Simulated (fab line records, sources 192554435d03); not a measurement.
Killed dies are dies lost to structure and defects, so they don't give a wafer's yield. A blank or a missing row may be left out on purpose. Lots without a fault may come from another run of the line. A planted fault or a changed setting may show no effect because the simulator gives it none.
Which tool did it? | flow n5_finfet | 24 lots, 72 wafers sampled, at 6 steps of a route of 1938

WHAT THE GAUGES READ, wafer by wafer
N5_BEOL_M2_CD_MEAS_35: target cd 18 nm, target cd y 22.2 nm.
lot  | measured     | on        | cd_nm (nm)
L074 | day 8 02:12  | cd_sem-03 | 18.6 18.3 18.5
L076 | day 8 02:07  | cd_sem-02 | 18.1 18.5 18.6
L078 | day 8 02:09  | cd_sem-03 | 18.4 17.4 18.5
L075 | day 8 07:08  | cd_sem-01 | 17.4 17.5 17.6
L077 | day 8 02:36  | cd_sem-02 | 18.1 18.0 18.0
L079 | day 8 14:15  | cd_sem-02 | 18.4 17.9 18.2
L080 | day 8 14:44  | cd_sem-02 | 18.1 17.8 18.4
L081 | day 9 00:40  | cd_sem-02 | 18.2 17.6 17.7
L082 | day 9 07:41  | cd_sem-03 | 17.3 17.5 17.9
L083 | day 9 08:10  | cd_sem-03 | 18.2 18.0 18.5
L084 | day 11 05:20 | cd_sem-02 | 18.2 18.3 18.2
L086 | day 10 20:35 | cd_sem-02 | 18.5 17.6 18.3
L085 | day 11 08:13 | cd_sem-02 | 17.8 17.4 17.3
L087 | day 11 11:24 | cd_sem-01 | 18.5 18.0 18.5
L088 | day 11 14:59 | cd_sem-02 | 18.4 17.2 18.5
L089 | day 11 15:12 | cd_sem-03 | 17.6 18.1 18.3
L090 | day 11 18:36 | cd_sem-02 | 18.2 17.8 18.3
L091 | day 11 23:40 | cd_sem-01 | 19.0 18.1 18.5
L092 | day 12 06:14 | cd_sem-03 | 18.3 18.4 18.3
L093 | day 12 05:56 | cd_sem-01 | 17.7 17.7 17.6
L094 | day 12 14:30 | cd_sem-02 | 18.1 17.9 18.1
L095 | day 12 19:28 | cd_sem-03 | 18.0 18.2 17.4
L096 | day 12 19:30 | cd_sem-03 | 18.2 18.5 18.5
L097 | day 13 12:10 | cd_sem-01 | 18.4 17.9 17.8

WHICH TOOL RAN EACH LOT (tool, then ch and the chambers of the sampled wafers, then the start)
lot  | N5_BEOL_M1_DEP_57               | N5_BEOL_M2_HM_DEP_02         | N5_BEOL_M2_ETCH_74                 | N5_BEOL_M2_ETCH_77                 | N5_BEOL_M2_ETCHBACK_99
L074 | pecvd-02 ch 0,1, day 7 09:49    | pvd_sputter-03, day 7 11:41  | rie_diel-06 ch 0,2,3, day 7 12:22  | rie_diel-06 ch 0,2,3, day 7 13:44  | rie_diel-02 ch 0,2,3, day 8 01:34
L076 | pecvd-04 ch 0,1, day 7 11:34    | pvd_sputter-01, day 7 12:17  | rie_diel-03 ch 1,2, day 7 12:58    | rie_diel-02 ch 0,1, day 7 14:06    | rie_diel-03 ch 1,2,3, day 8 01:34
L078 | pecvd-02 ch 1,2, day 7 12:32    | pvd_sputter-02, day 7 12:50  | rie_diel-06 ch 1,3, day 7 13:30    | rie_diel-03 ch 2,3, day 7 14:33    | rie_diel-06 ch 2,3, day 8 01:36
L075 | pecvd-03 ch 0,1, day 7 12:47    | pvd_sputter-03, day 7 15:06  | rie_diel-06 ch 0,2,3, day 7 15:47  | rie_diel-06 ch 0,2, day 7 16:58    | rie_diel-06 ch 1,3, day 8 06:34
L077 | pecvd-04 ch 0,1, day 7 13:17    | pvd_sputter-01, day 7 16:59  | rie_diel-03 ch 0,3, day 7 17:46    | rie_diel-02 ch 0,1,3, day 7 19:12  | rie_diel-03 ch 2,3, day 8 02:03
L079 | pecvd-02 ch 1,2, day 7 17:43    | pvd_sputter-02, day 7 18:03  | rie_diel-03 ch 0,1, day 7 18:36    | rie_diel-02 ch 1,2,3, day 7 19:40  | rie_diel-03 ch 1,2, day 8 13:42
L080 | pecvd-02 ch 0,2, day 7 21:04    | pvd_sputter-01, day 7 21:57  | rie_diel-03 ch 1,2, day 7 22:38    | rie_diel-03 ch 1,2, day 7 23:30    | rie_diel-03 ch 1,3, day 8 14:11
L081 | pecvd-03 ch 1,2, day 8 17:14    | pvd_sputter-03, day 8 18:53  | rie_diel-02 ch 0,1,3, day 8 19:28  | rie_diel-02 ch 0,1, day 8 20:20    | rie_diel-06 ch 1,3, day 9 00:07
L082 | pecvd-03 ch 0,2, day 8 22:42    | pvd_sputter-03, day 9 00:14  | rie_diel-02 ch 0,2, day 9 00:56    | rie_diel-06 ch 0,3, day 9 01:49    | rie_diel-03 ch 0,1, day 9 07:08
L083 | pecvd-02 ch 1,2, day 9 01:39    | pvd_sputter-02, day 9 04:02  | rie_diel-03 ch 0,2,3, day 9 04:36  | rie_diel-02 ch 2,3, day 9 05:36    | rie_diel-02 ch 0,1,2, day 9 07:37
L084 | pecvd-04 ch 1,2, day 9 17:02    | pvd_sputter-02, day 9 19:38  | rie_diel-02 ch 2,3, day 9 20:46    | rie_diel-02 ch 1,2,3, day 9 21:40  | rie_diel-03 ch 0,1,2, day 11 04:47
L086 | pecvd-04 ch 1,2, day 9 20:26    | pvd_sputter-02, day 9 21:28  | rie_diel-06 ch 0,1,2, day 9 22:11  | rie_diel-02 ch 0,1,2, day 9 23:04  | rie_diel-02 ch 1,3, day 10 20:02
L085 | pecvd-03 ch 0,1, day 10 03:06   | pvd_sputter-02, day 10 04:23 | rie_diel-03 ch 0,2,3, day 10 05:05 | rie_diel-02 ch 0,1, day 10 06:06   | rie_diel-06 ch 0,1,3, day 11 07:40
L087 | pecvd-03 ch 0,1,2, day 10 07:59 | pvd_sputter-03, day 10 08:18 | rie_diel-03 ch 0,1,3, day 10 08:54 | rie_diel-02 ch 0,1, day 10 10:48   | rie_diel-02 ch 0,1,3, day 11 10:50
L088 | pecvd-03 ch 0,1,2, day 11 00:16 | pvd_sputter-01, day 11 01:34 | rie_diel-03 ch 0,1,2, day 11 02:07 | rie_diel-03 ch 2,3, day 11 03:00   | rie_diel-02 ch 0,1,3, day 11 14:25
L089 | pecvd-04 ch 0,2, day 11 08:53   | pvd_sputter-02, day 11 09:11 | rie_diel-02 ch 0,1,3, day 11 09:47 | rie_diel-06 ch 1,2,3, day 11 11:25 | rie_diel-06 ch 0,1,2, day 11 14:38
L090 | pecvd-03 ch 1,2, day 11 09:35   | pvd_sputter-02, day 11 11:34 | rie_diel-06 ch 0,3, day 11 12:14   | rie_diel-02 ch 0,2,3, day 11 13:21 | rie_diel-03 ch 0,2, day 11 18:03
L091 | pecvd-03 ch 0,1, day 11 12:34   | pvd_sputter-02, day 11 14:58 | rie_diel-03 ch 0,1,2, day 11 15:33 | rie_diel-06 ch 1,2,3, day 11 16:35 | rie_diel-03 ch 0,1, day 11 23:07
L092 | pecvd-02 ch 0,1, day 11 15:34   | pvd_sputter-03, day 11 18:01 | rie_diel-03 ch 1,2, day 11 18:41   | rie_diel-06 ch 0,2,3, day 11 19:34 | rie_diel-03 ch 0,1,2, day 12 05:41
L093 | pecvd-02 ch 0,2, day 11 19:44   | pvd_sputter-03, day 11 21:25 | rie_diel-02 ch 0,1,2, day 11 22:05 | rie_diel-06 ch 2,3, day 11 23:06   | rie_diel-02 ch 2,3, day 12 05:23
L094 | pecvd-02 ch 0,2, day 11 22:45   | pvd_sputter-02, day 11 23:31 | rie_diel-06 ch 0,2,3, day 12 00:04 | rie_diel-02 ch 2,3, day 12 01:26   | rie_diel-02 ch 0,1,2, day 12 13:56
L095 | pecvd-04 ch 0,1,2, day 12 10:15 | pvd_sputter-01, day 12 11:09 | rie_diel-02 ch 0,1,2, day 12 11:43 | rie_diel-03 ch 0,1,3, day 12 12:35 | rie_diel-03 ch 1,2,3, day 12 18:55
L096 | pecvd-03 ch 1,2, day 12 11:46   | pvd_sputter-03, day 12 13:53 | rie_diel-06 ch 0,2, day 12 14:26   | rie_diel-03 ch 1,2,3, day 12 15:29 | rie_diel-02 ch 2,3, day 12 18:57
L097 | pecvd-04 ch 1,2, day 12 14:41   | pvd_sputter-03, day 12 15:00 | rie_diel-06 ch 0,1, day 12 15:41   | rie_diel-06 ch 1,2, day 12 16:41   | rie_diel-03 ch 0,2,3, day 13 11:37
- N5_BEOL_M1_DEP_57: deposits SiCN from 3MS/NH3, target thk 8 nm, time 14 s.
- N5_BEOL_M2_HM_DEP_02: deposits TiN, target thk 20 nm.
- N5_BEOL_M2_ETCH_74: etches underlayer in N2/H2, target depth 6.5 nm, time 5.2 s.
- N5_BEOL_M2_ETCH_77: etches underlayer in N2/H2, target depth 6.5 nm, time 5.2 s.
- N5_BEOL_M2_ETCHBACK_99: etches SiO2 in CHF3, target depth 5 nm, time 10.4 s.

WHAT THE TOOLS THEMSELVES READ (means of the sampled wafers that have a number; where no wafer has one, the mark that the record gives instead)
N5_BEOL_M1_DEP_57.
lot  | tool     | showerhead_plenum_p_Torr (Torr) | throttle_valve_pct (%)
L074 | pecvd-02 | 3.675                           | 9.2
L076 | pecvd-04 | 3.666                           | 9.1
L078 | pecvd-02 | 3.668                           | 9.2
L075 | pecvd-03 | 3.667                           | 9.4
L077 | pecvd-04 | 3.673                           | 8.9
L079 | pecvd-02 | 3.670                           | 9.1
L080 | pecvd-02 | 3.666                           | 9.3
L081 | pecvd-03 | 3.663                           | 8.3
L082 | pecvd-03 | 3.671                           | 8.7
L083 | pecvd-02 | 3.662                           | 9.2
L084 | pecvd-04 | 3.664                           | 8.5
L086 | pecvd-04 | 3.657                           | 8.5
L085 | pecvd-03 | 3.653                           | 9.1
L087 | pecvd-03 | 3.662                           | 8.8
L088 | pecvd-03 | 3.659                           | 8.9
L089 | pecvd-04 | 3.664                           | 9.2
L090 | pecvd-03 | 3.664                           | 8.2
L091 | pecvd-03 | 3.663                           | 9.2
L092 | pecvd-02 | 3.682                           | 9.0
L093 | pecvd-02 | 3.647                           | 9.2
L094 | pecvd-02 | 3.645                           | 9.3
L095 | pecvd-04 | 3.670                           | 8.8
L096 | pecvd-03 | 3.660                           | 8.7
L097 | pecvd-04 | 3.656                           | 8.6

N5_BEOL_M2_HM_DEP_02.
lot  | tool           | throttle_valve_pct (%)
L074 | pvd_sputter-03 | 30.2
L076 | pvd_sputter-01 | 30.0
L078 | pvd_sputter-02 | 29.3
L075 | pvd_sputter-03 | 30.7
L077 | pvd_sputter-01 | 30.4
L079 | pvd_sputter-02 | 29.2
L080 | pvd_sputter-01 | 30.1
L081 | pvd_sputter-03 | 30.9
L082 | pvd_sputter-03 | 30.5
L083 | pvd_sputter-02 | 29.7
L084 | pvd_sputter-02 | 29.4
L086 | pvd_sputter-02 | 29.5
L085 | pvd_sputter-02 | 29.4
L087 | pvd_sputter-03 | 29.7
L088 | pvd_sputter-01 | 29.9
L089 | pvd_sputter-02 | 29.3
L090 | pvd_sputter-02 | 29.2
L091 | pvd_sputter-02 | 29.7
L092 | pvd_sputter-03 | 29.9
L093 | pvd_sputter-03 | 30.2
L094 | pvd_sputter-02 | 29.6
L095 | pvd_sputter-01 | 29.2
L096 | pvd_sputter-03 | 30.2
L097 | pvd_sputter-03 | 29.7

N5_BEOL_M2_ETCH_74.
lot  | tool        | drypump_motor_current_A (A) | etch_rf_on_time_s (s) | oes_product_au (a.u.) | rf_vpp_V (V) | showerhead_plenum_p_Torr (Torr) | throttle_valve_pct (%)
L074 | rie_diel-06 | 6.3                         | 5.29                  | 0.60                  | 528          | 2.63                            | 18.0
L076 | rie_diel-03 | 5.9                         | 5.11                  | 0.66                  | 523          | 2.58                            | 18.2
L078 | rie_diel-06 | 6.3                         | 5.19                  | 0.61                  | 527          | 2.62                            | 17.9
L075 | rie_diel-06 | 6.3                         | 5.24                  | 0.60                  | 527          | 2.63                            | 18.0
L077 | rie_diel-03 | 5.3                         | 5.28                  | 0.57                  | 521          | 2.47                            | 17.8
L079 | rie_diel-03 | 5.2                         | 5.20                  | 0.61                  | 523          | 2.55                            | 18.0
L080 | rie_diel-03 | 5.7                         | 5.16                  | 0.64                  | 523          | 2.50                            | 18.0
L081 | rie_diel-02 | 6.0                         | 5.20                  | 0.68                  | 525          | 2.56                            | 17.7
L082 | rie_diel-02 | 5.5                         | 5.13                  | 0.66                  | 524          | 2.56                            | 17.7
L083 | rie_diel-03 | 5.5                         | 5.21                  | 0.67                  | 522          | 2.44                            | 17.7
L084 | rie_diel-02 | 5.6                         | 5.12                  | 0.60                  | 522          | 2.46                            | 17.8
L086 | rie_diel-06 | 5.8                         | 5.19                  | 0.59                  | 527          | 2.62                            | 18.0
L085 | rie_diel-03 | 5.5                         | 5.24                  | 0.65                  | 521          | 2.44                            | 17.7
L087 | rie_diel-03 | 5.7                         | 5.08                  | 0.67                  | 522          | 2.51                            | 17.9
L088 | rie_diel-03 | 5.5                         | 5.13                  | 0.68                  | 523          | 2.52                            | 17.9
L089 | rie_diel-02 | 6.0                         | 5.24                  | 0.66                  | 523          | 2.55                            | 17.8
L090 | rie_diel-06 | 6.5                         | 5.25                  | 0.59                  | 525          | 2.61                            | 18.0
L091 | rie_diel-03 | 5.5                         | 5.11                  | 0.67                  | 522          | 2.51                            | 18.0
L092 | rie_diel-03 | 5.7                         | 5.16                  | 0.62                  | 523          | 2.49                            | 18.1
L093 | rie_diel-02 | 5.6                         | 5.13                  | 0.72                  | 525          | 2.57                            | 17.7
L094 | rie_diel-06 | 6.3                         | 5.31                  | 0.58                  | 526          | 2.62                            | 18.0
L095 | rie_diel-02 | 5.6                         | 5.13                  | 0.71                  | 525          | 2.56                            | 17.7
L096 | rie_diel-06 | 6.0                         | 5.26                  | 0.58                  | 526          | 2.61                            | 18.1
L097 | rie_diel-06 | 5.7                         | 5.20                  | 0.59                  | 526          | 2.62                            | 18.0

N5_BEOL_M2_ETCH_77.
lot  | tool        | drypump_motor_current_A (A) | etch_rf_on_time_s (s) | oes_product_au (a.u.) | rf_vpp_V (V) | showerhead_plenum_p_Torr (Torr) | throttle_valve_pct (%)
L074 | rie_diel-06 | 6.3                         | 5.21                  | 0.61                  | 525.5        | 2.63                            | 18.0
L076 | rie_diel-02 | 5.9                         | 5.09                  | 0.77                  | 526.1        | 2.65                            | 17.5
L078 | rie_diel-03 | 5.8                         | 5.32                  | 0.61                  | 520.5        | 2.42                            | 17.8
L075 | rie_diel-06 | 6.1                         | 5.26                  | 0.60                  | 525.4        | 2.63                            | 18.1
L077 | rie_diel-02 | 6.0                         | 5.16                  | 0.70                  | 523.4        | 2.56                            | 17.7
L079 | rie_diel-02 | 5.7                         | 5.27                  | 0.60                  | 521.8        | 2.49                            | 17.9
L080 | rie_diel-03 | 5.7                         | 5.16                  | 0.64                  | 522.5        | 2.50                            | 18.0
L081 | rie_diel-02 | 5.7                         | 5.20                  | 0.67                  | 525.0        | 2.59                            | 17.9
L082 | rie_diel-06 | 6.2                         | 5.23                  | 0.61                  | 525.9        | 2.63                            | 18.0
L083 | rie_diel-02 | 5.9                         | 5.15                  | 0.61                  | 521.7        | 2.45                            | 17.8
L084 | rie_diel-02 | 5.7                         | 5.20                  | 0.60                  | 521.6        | 2.48                            | 18.0
L086 | rie_diel-02 | 5.6                         | 5.23                  | 0.65                  | 525.3        | 2.57                            | 17.8
L085 | rie_diel-02 | 5.7                         | 5.22                  | 0.66                  | 525.3        | 2.58                            | 17.9
L087 | rie_diel-02 | 5.7                         | 5.22                  | 0.66                  | 524.7        | 2.58                            | 18.0
L088 | rie_diel-03 | 5.8                         | 5.32                  | 0.58                  | 520.7        | 2.41                            | 17.9
L089 | rie_diel-06 | 6.1                         | 5.23                  | 0.58                  | 526.0        | 2.61                            | 17.9
L090 | rie_diel-02 | 5.9                         | 5.08                  | 0.73                  | 523.9        | 2.53                            | 17.5
L091 | rie_diel-06 | 6.1                         | 5.28                  | 0.58                  | 525.8        | 2.61                            | 17.9
L092 | rie_diel-06 | 6.3                         | 5.33                  | 0.59                  | 526.1        | 2.62                            | 18.0
L093 | rie_diel-06 | 6.6                         | 5.35                  | 0.57                  | 526.0        | 2.61                            | 18.0
L094 | rie_diel-02 | 5.9                         | 5.11                  | 0.67                  | 520.9        | 2.44                            | 17.6
L095 | rie_diel-03 | 5.6                         | 5.10                  | 0.75                  | 526.9        | 2.61                            | 17.8
L096 | rie_diel-03 | 5.9                         | 5.20                  | 0.70                  | 524.5        | 2.58                            | 17.9
L097 | rie_diel-06 | 5.5                         | 5.22                  | 0.57                  | 525.9        | 2.61                            | 17.9

N5_BEOL_M2_ETCHBACK_99.
lot  | tool        | drypump_motor_current_A (A) | oes_ar_750_au (a.u.) | oes_product_au (a.u.) | rf_vpp_V (V) | showerhead_plenum_p_Torr (Torr) | throttle_valve_pct (%)
L074 | rie_diel-02 | 5.9                         | 0.79                 | 0.80                  | 240          | 2.16                            | 16.8
L076 | rie_diel-03 | 5.9                         | 0.74                 | 0.73                  | 239          | 2.11                            | 17.1
L078 | rie_diel-06 | 6.6                         | 0.69                 | 0.69                  | 244          | 2.22                            | 17.1
L075 | rie_diel-06 | 6.3                         | 0.70                 | 0.70                  | 242          | 2.23                            | 17.1
L077 | rie_diel-03 | 5.8                         | 0.71                 | 0.71                  | 235          | 2.04                            | 16.9
L079 | rie_diel-03 | 5.8                         | 0.77                 | 0.76                  | 239          | 2.18                            | 17.3
L080 | rie_diel-03 | 6.0                         | 0.75                 | 0.75                  | 240          | 2.18                            | 17.4
L081 | rie_diel-06 | 6.3                         | 0.70                 | 0.70                  | 241          | 2.23                            | 17.1
L082 | rie_diel-03 | 5.6                         | 0.85                 | 0.84                  | 239          | 2.21                            | 17.3
L083 | rie_diel-02 | 5.6                         | 0.77                 | 0.78                  | 240          | 2.18                            | 17.0
L084 | rie_diel-03 | 5.5                         | 0.80                 | 0.79                  | 238          | 2.13                            | 17.1
L086 | rie_diel-02 | 6.1                         | 0.71                 | 0.71                  | 237          | 2.06                            | 17.0
L085 | rie_diel-06 | 6.0                         | 0.70                 | 0.70                  | 244          | 2.21                            | 17.2
L087 | rie_diel-02 | 6.0                         | 0.76                 | 0.77                  | 240          | 2.15                            | 16.9
L088 | rie_diel-02 | 5.9                         | 0.77                 | 0.77                  | 240          | 2.15                            | 16.9
L089 | rie_diel-06 | 5.8                         | 0.69                 | 0.69                  | 243          | 2.20                            | 17.2
L090 | rie_diel-03 | 5.2                         | 0.83                 | 0.84                  | 237          | 2.08                            | 16.8
L091 | rie_diel-03 | 5.2                         | 0.85                 | 0.83                  | 239          | 2.15                            | 17.0
L092 | rie_diel-03 | 5.4                         | 0.78                 | 0.78                  | 236          | 2.13                            | 17.1
L093 | rie_diel-02 | 6.0                         | 0.78                 | 0.77                  | 238          | 2.07                            | 16.8
L094 | rie_diel-02 | 5.6                         | 0.83                 | 0.83                  | 242          | 2.17                            | 16.9
L095 | rie_diel-03 | 5.9                         | 0.81                 | 0.80                  | 239          | 2.18                            | 17.1
L096 | rie_diel-02 | 6.0                         | 0.77                 | 0.78                  | 238          | 2.06                            | 16.9
L097 | rie_diel-03 | 5.5                         | 0.84                 | 0.84                  | 238          | 2.13                            | 16.8

THE ANSWER, worked out from the rows above alone
Rule: what is usual is taken from the lots themselves. Put in order of their means at a reading, lots are off if they are a third of the lots or fewer, leave a main group of 4 or more, and stand apart from it by a gap of 3 or more times the standard deviation of the main group's means; of several such gaps the widest counts. A main group whose means are all the same, to the digits that the tables above print for the reading, isn't used. A lot without any number at a reading at which 4 lots or more have one is off too. The other lots that the step has rows for count as sound. The gauges are gone through in route order, then the tools' own readings, and for those a lot's mean is taken as printed above. The first step at which some lot is off is used, and at that step the reading that is off furthest; a lot without a number counts as furthest.
No lot is off at any reading shown: from this, nothing can be told.

WHAT THE SIMULATOR HAD PUT IN
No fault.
